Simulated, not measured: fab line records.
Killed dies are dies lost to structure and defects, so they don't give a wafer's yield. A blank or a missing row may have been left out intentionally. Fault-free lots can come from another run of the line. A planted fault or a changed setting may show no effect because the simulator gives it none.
Which of the tools did it? :: flow n5_finfet :: 12 lots, 35 wafers sampled, at 5 steps of a route of 1938

## WHAT THE GAUGES SHOWED, per wafer
The record lacks any reading of a measuring or inspecting step that a usual standard deviation could be used to judge.

## TOOL THAT RAN EACH LOT (tool first, then ch and the chambers of the sampled wafers, then the start)
lot: L116
N5_BEOL_M5_CURE_80: uv_cure-03 ch 1, day 7 23:50
N5_BEOL_M5_PRE_CLEAN_45: pvd_sputter-01, day 8 00:22
N5_BEOL_M5_ANNEAL_84: pvd_sputter-03, day 8 03:14
N5_BEOL_M5_CO_CAP_78: cvd_co-01 ch 0,1,2, day 8 07:00
N5_PASSIVATION_PROBE_49: -

lot: L119
N5_BEOL_M5_CURE_80: uv_cure-03 ch 1, day 8 16:43
N5_BEOL_M5_PRE_CLEAN_45: pvd_sputter-03, day 8 17:13
N5_BEOL_M5_ANNEAL_84: pvd_sputter-03, day 8 20:28
N5_BEOL_M5_CO_CAP_78: cvd_co-02 ch 0,1,2, day 8 23:31
N5_PASSIVATION_PROBE_49: prober-02, day 13 02:17

lot: L118
N5_BEOL_M5_CURE_80: uv_cure-03 ch 0, day 8 23:20
N5_BEOL_M5_PRE_CLEAN_45: pvd_sputter-02, day 8 23:42
N5_BEOL_M5_ANNEAL_84: pvd_sputter-01, day 9 02:54
N5_BEOL_M5_CO_CAP_78: cvd_co-02 ch 0,1, day 9 05:52
N5_PASSIVATION_PROBE_49: prober-01, day 13 02:44

lot: L117
N5_BEOL_M5_CURE_80: uv_cure-01 ch 1, day 8 23:51
N5_BEOL_M5_PRE_CLEAN_45: pvd_sputter-02, day 9 00:10
N5_BEOL_M5_ANNEAL_84: pvd_sputter-02, day 9 11:01
N5_BEOL_M5_CO_CAP_78: cvd_co-02 ch 0,2, day 9 13:58
N5_PASSIVATION_PROBE_49: -

lot: L124
N5_BEOL_M5_CURE_80: uv_cure-03 ch 2, day 10 14:22
N5_BEOL_M5_PRE_CLEAN_45: pvd_sputter-01, day 10 16:42
N5_BEOL_M5_ANNEAL_84: pvd_sputter-01, day 10 19:30
N5_BEOL_M5_CO_CAP_78: cvd_co-01 ch 1,2, day 10 22:35
N5_PASSIVATION_PROBE_49: prober-02, day 14 18:23

lot: L126
N5_BEOL_M5_CURE_80: uv_cure-02 ch 2, day 11 18:23
N5_BEOL_M5_PRE_CLEAN_45: pvd_sputter-03, day 11 18:50
N5_BEOL_M5_ANNEAL_84: pvd_sputter-03, day 11 21:53
N5_BEOL_M5_CO_CAP_78: cvd_co-02 ch 0,1, day 12 01:09
N5_PASSIVATION_PROBE_49: prober-01, day 16 10:09

lot: L128
N5_BEOL_M5_CURE_80: uv_cure-02 ch 2, day 12 05:49
N5_BEOL_M5_PRE_CLEAN_45: pvd_sputter-01, day 12 06:14
N5_BEOL_M5_ANNEAL_84: pvd_sputter-02, day 12 09:10
N5_BEOL_M5_CO_CAP_78: cvd_co-02 ch 0,1,2, day 12 12:23
N5_PASSIVATION_PROBE_49: prober-01, day 16 08:50

lot: L132
N5_BEOL_M5_CURE_80: uv_cure-03 ch 0, day 12 11:57
N5_BEOL_M5_PRE_CLEAN_45: pvd_sputter-01, day 12 14:17
N5_BEOL_M5_ANNEAL_84: pvd_sputter-01, day 12 17:06
N5_BEOL_M5_CO_CAP_78: cvd_co-01 ch 0,1, day 12 20:05
N5_PASSIVATION_PROBE_49: prober-02, day 16 17:11

lot: L134
N5_BEOL_M5_CURE_80: uv_cure-03 ch 2, day 13 07:37
N5_BEOL_M5_PRE_CLEAN_45: pvd_sputter-02, day 13 09:09
N5_BEOL_M5_ANNEAL_84: pvd_sputter-01, day 13 12:06
N5_BEOL_M5_CO_CAP_78: cvd_co-01 ch 0,1,2, day 13 15:04
N5_PASSIVATION_PROBE_49: -

lot: L136
N5_BEOL_M5_CURE_80: uv_cure-02 ch 1, day 14 15:47
N5_BEOL_M5_PRE_CLEAN_45: pvd_sputter-02, day 14 16:28
N5_BEOL_M5_ANNEAL_84: pvd_sputter-03, day 14 19:42
N5_BEOL_M5_CO_CAP_78: cvd_co-01 ch 0,2, day 14 22:43
N5_PASSIVATION_PROBE_49: -

lot: L138
N5_BEOL_M5_CURE_80: uv_cure-02 ch 2, day 14 17:32
N5_BEOL_M5_PRE_CLEAN_45: pvd_sputter-01, day 14 18:04
N5_BEOL_M5_ANNEAL_84: pvd_sputter-01, day 14 21:01
N5_BEOL_M5_CO_CAP_78: cvd_co-02 ch 0,1,2, day 14 23:59
N5_PASSIVATION_PROBE_49: -

lot: L139
N5_BEOL_M5_CURE_80: uv_cure-02 ch 0, day 15 17:48
N5_BEOL_M5_PRE_CLEAN_45: pvd_sputter-01, day 15 18:22
N5_BEOL_M5_ANNEAL_84: pvd_sputter-03, day 15 21:09
N5_BEOL_M5_CO_CAP_78: cvd_co-01 ch 0,1,2, day 16 00:07
N5_PASSIVATION_PROBE_49: prober-02, day 19 16:20
- N5_BEOL_M5_CURE_80: cures SiCOH lowk, time 120 s.
- N5_BEOL_M5_PRE_CLEAN_45: time 30 s.
- N5_BEOL_M5_ANNEAL_84: time 1800 s.
- N5_BEOL_M5_CO_CAP_78: material Co, precursor CCTBA/H2, target thk 2 nm, time 102.1 s.
- N5_PASSIVATION_PROBE_49

## WHAT THE TOOLS THEMSELVES READ (means of the sampled wafers that have a number; where no wafer has one, the mark that the record gives instead)
N5_BEOL_M5_CURE_80. Usual: lamp_power_pct 52.31 %, standard deviation 0.057; wafer_temp_C_max 371.5, standard deviation 0.49.
lot: L116
tool: uv_cure-03
lamp_power_pct (%): 52.36
wafer_temp_C_max: 371.9
flag: 

lot: L119
tool: uv_cure-03
lamp_power_pct (%): 52.31
wafer_temp_C_max: 371.7
flag: 

lot: L118
tool: uv_cure-03
lamp_power_pct (%): 52.32
wafer_temp_C_max: 371.8
flag: 

lot: L117
tool: uv_cure-01
lamp_power_pct (%): 52.26
wafer_temp_C_max: 371.1
flag: 

lot: L124
tool: uv_cure-03
lamp_power_pct (%): 52.27
wafer_temp_C_max: 371.1
flag: 

lot: L126
tool: uv_cure-02
lamp_power_pct (%): 52.27
wafer_temp_C_max: 371.0
flag: 

lot: L128
tool: uv_cure-02
lamp_power_pct (%): 52.35
wafer_temp_C_max: 371.1
flag: 

lot: L132
tool: uv_cure-03
lamp_power_pct (%): 52.28
wafer_temp_C_max: 372.0
flag: 

lot: L134
tool: uv_cure-03
lamp_power_pct (%): 52.30
wafer_temp_C_max: 371.4
flag: 

lot: L136
tool: uv_cure-02
lamp_power_pct (%): 52.32
wafer_temp_C_max: 371.0
flag: 

lot: L138
tool: uv_cure-02
lamp_power_pct (%): 52.28
wafer_temp_C_max: 371.1
flag: 

lot: L139
tool: uv_cure-02
lamp_power_pct (%): 52.28
wafer_temp_C_max: 372.2
flag: 

N5_BEOL_M5_PRE_CLEAN_45. Usual: heater_power_w reads 334 W (standard deviation 35).
lot: L116
tool: pvd_sputter-01
heater_power_w (W): 344
flag: 

lot: L119
tool: pvd_sputter-03
heater_power_w (W): 310
flag: 

lot: L118
tool: pvd_sputter-02
heater_power_w (W): 360
flag: 

lot: L117
tool: pvd_sputter-02
heater_power_w (W): 362
flag: 

lot: L124
tool: pvd_sputter-01
heater_power_w (W): 337
flag: 

lot: L126
tool: pvd_sputter-03
heater_power_w (W): 322
flag: 

lot: L128
tool: pvd_sputter-01
heater_power_w (W): 358
flag: 

lot: L132
tool: pvd_sputter-01
heater_power_w (W): 344
flag: 

lot: L134
tool: pvd_sputter-02
heater_power_w (W): 316
flag: 

lot: L136
tool: pvd_sputter-02
heater_power_w (W): 306
flag: 

lot: L138
tool: pvd_sputter-01
heater_power_w (W): 364
flag: 

lot: L139
tool: pvd_sputter-01
heater_power_w (W): 341
flag: 

N5_BEOL_M5_ANNEAL_84. Usual: heater_power_w reads 823 W (standard deviation 86).
lot: L116
tool: pvd_sputter-03
heater_power_w (W): 775
flag: 

lot: L119
tool: pvd_sputter-03
heater_power_w (W): 800
flag: 

lot: L118
tool: pvd_sputter-01
heater_power_w (W): 848
flag: 

lot: L117
tool: pvd_sputter-02
heater_power_w (W): 797
flag: 

lot: L124
tool: pvd_sputter-01
heater_power_w (W): 866
flag: 

lot: L126
tool: pvd_sputter-03
heater_power_w (W): 768
flag: 

lot: L128
tool: pvd_sputter-02
heater_power_w (W): 905
flag: 

lot: L132
tool: pvd_sputter-01
heater_power_w (W): 850
flag: 

lot: L134
tool: pvd_sputter-01
heater_power_w (W): 892
flag: 

lot: L136
tool: pvd_sputter-03
heater_power_w (W): 725
flag: 

lot: L138
tool: pvd_sputter-01
heater_power_w (W): 923
flag: 

lot: L139
tool: pvd_sputter-03
heater_power_w (W): 780
flag: 

N5_BEOL_M5_CO_CAP_78. Usual: heater_power_outer_w 115 W, standard deviation 12; heater_power_w 233 W, standard deviation 31; run_length_s 124.8 s, standard deviation 0.56.
lot: L116
tool: cvd_co-01
heater_power_outer_w (W): 121
heater_power_w (W): 242
run_length_s (s): 124.7
flag: 

lot: L119
tool: cvd_co-02
heater_power_outer_w (W): 111
heater_power_w (W): 225
run_length_s (s): 124.8
flag: 

lot: L118
tool: cvd_co-02
heater_power_outer_w (W): 118
heater_power_w (W): 248
run_length_s (s): 125.4
flag: 

lot: L117
tool: cvd_co-02
heater_power_outer_w (W): 106
heater_power_w (W): 215
run_length_s (s): 124.3
flag: 

lot: L124
tool: cvd_co-01
heater_power_outer_w (W): 127
heater_power_w (W): 264
run_length_s (s): 124.6
flag: 

lot: L126
tool: cvd_co-02
heater_power_outer_w (W): 118
heater_power_w (W): 244
run_length_s (s): 95.6
flag: OFF

lot: L128
tool: cvd_co-02
heater_power_outer_w (W): 110
heater_power_w (W): 225
run_length_s (s): 105.3
flag: OFF

lot: L132
tool: cvd_co-01
heater_power_outer_w (W): 121
heater_power_w (W): 241
run_length_s (s): 124.6
flag: 

lot: L134
tool: cvd_co-01
heater_power_outer_w (W): 123
heater_power_w (W): 246
run_length_s (s): 124.6
flag: 

lot: L136
tool: cvd_co-01
heater_power_outer_w (W): 120
heater_power_w (W): 247
run_length_s (s): 124.5
flag: 

lot: L138
tool: cvd_co-02
heater_power_outer_w (W): 111
heater_power_w (W): 225
run_length_s (s): 125.1
flag: 

lot: L139
tool: cvd_co-01
heater_power_outer_w (W): 120
heater_power_w (W): 244
run_length_s (s): 125.0
flag: 

N5_PASSIVATION_PROBE_49. Usual: defect_limited_yield 91.4 %, standard deviation 1.5; killed_at_M0_to_M3 35, standard deviation 12; killed_at_M4_up 13, standard deviation 5.8; killed_at_contacts 12, standard deviation 5.5; killed_at_front_end 36, standard deviation 9.9; killed_at_other 4, standard deviation 3.7; killed_dies 101, standard deviation 18; killed_open 66, standard deviation 13; killed_short 33, standard deviation 8; sort_bin_4_leakage 0.00 %, standard deviation 0.016; sort_bin_5_function 5.0 %, standard deviation 1; sort_bin_6_memory 3.2 %, standard deviation 0.67; sort_n_pass 1079, standard deviation 18; sort_yield_pct 91.4 %, standard deviation 1.5.
lot: L119
tool: prober-02
defect_limited_yield (%): 89.4
killed_at_M0_to_M3: 40
killed_at_M4_up: 30
killed_at_contacts: 9
killed_at_front_end: 44
killed_at_other: 2
killed_dies: 125
killed_open: 85
killed_short: 38
sort_bin_4_leakage (%): 0.00
sort_bin_5_function (%): 6.1
sort_bin_6_memory (%): 4.3
sort_n_pass: 1055
sort_yield_pct (%): 89.4
flag: 

lot: L118
tool: prober-01
defect_limited_yield (%): 90.3
killed_at_M0_to_M3: 32
killed_at_M4_up: 12
killed_at_contacts: 14
killed_at_front_end: 49
killed_at_other: 7
killed_dies: 114
killed_open: 74
killed_short: 38
sort_bin_4_leakage (%): 0.00
sort_bin_5_function (%): 5.3
sort_bin_6_memory (%): 3.8
sort_n_pass: 1066
sort_yield_pct (%): 90.3
flag: 

lot: L124
tool: prober-02
defect_limited_yield (%): 91.6
killed_at_M0_to_M3: 35
killed_at_M4_up: 13
killed_at_contacts: 19
killed_at_front_end: 29
killed_at_other: 4
killed_dies: 100
killed_open: 65
killed_short: 32
sort_bin_4_leakage (%): 0.00
sort_bin_5_function (%): 4.7
sort_bin_6_memory (%): 3.2
sort_n_pass: 1080
sort_yield_pct (%): 91.6
flag: 

lot: L126
tool: prober-01
defect_limited_yield (%): 88.7
killed_at_M0_to_M3: 61
killed_at_M4_up: 20
killed_at_contacts: 15
killed_at_front_end: 32
killed_at_other: 6
killed_dies: 134
killed_open: 88
killed_short: 43
sort_bin_4_leakage (%): 0.00
sort_bin_5_function (%): 7.2
sort_bin_6_memory (%): 3.8
sort_n_pass: 1046
sort_yield_pct (%): 88.7
flag: 

lot: L128
tool: prober-01
defect_limited_yield (%): 93.1
killed_at_M0_to_M3: 26
killed_at_M4_up: 13
killed_at_contacts: 7
killed_at_front_end: 35
killed_at_other: 1
killed_dies: 82
killed_open: 51
killed_short: 25
sort_bin_4_leakage (%): 0.00
sort_bin_5_function (%): 4.6
sort_bin_6_memory (%): 1.9
sort_n_pass: 1098
sort_yield_pct (%): 93.1
flag: 

lot: L132
tool: prober-02
defect_limited_yield (%): 91.9
killed_at_M0_to_M3: 31
killed_at_M4_up: 9
killed_at_contacts: 13
killed_at_front_end: 29
killed_at_other: 13
killed_dies: 95
killed_open: 61
killed_short: 34
sort_bin_4_leakage (%): 0.00
sort_bin_5_function (%): 4.3
sort_bin_6_memory (%): 3.4
sort_n_pass: 1085
sort_yield_pct (%): 91.9
flag: 

lot: L139
tool: prober-02
defect_limited_yield (%): 91.4
killed_at_M0_to_M3: 35
killed_at_M4_up: 9
killed_at_contacts: 16
killed_at_front_end: 39
killed_at_other: 2
killed_dies: 101
killed_open: 65
killed_short: 35
sort_bin_4_leakage (%): 0.00
sort_bin_5_function (%): 5.0
sort_bin_6_memory (%): 3.3
sort_n_pass: 1079
sort_yield_pct (%): 91.4
flag: 

## THE ANSWER, worked out from the rows above alone
Rule: a lot counts as off when the mean over its wafers that have a number is more than 3 standard deviations away from the usual mean. A lot without any number at a reading at which 4 lots or more have one is off too. The other lots that the step has rows for count as sound. First the gauges in route order, then the tools' own readings, where a lot's mean is used as printed above. The first step at which some lot is off is used, and at that step the reading that is off furthest; a lot without a number counts as furthest.
Off: L126, L128, at N5_BEOL_M5_CO_CAP_78 (run_length_s).
A tool fits if, at that step or a process step before it, it ran every lot that is off, and no sound lot after the first of them. None of those tried fits.

## WHAT THE SIMULATOR HAD PUT IN
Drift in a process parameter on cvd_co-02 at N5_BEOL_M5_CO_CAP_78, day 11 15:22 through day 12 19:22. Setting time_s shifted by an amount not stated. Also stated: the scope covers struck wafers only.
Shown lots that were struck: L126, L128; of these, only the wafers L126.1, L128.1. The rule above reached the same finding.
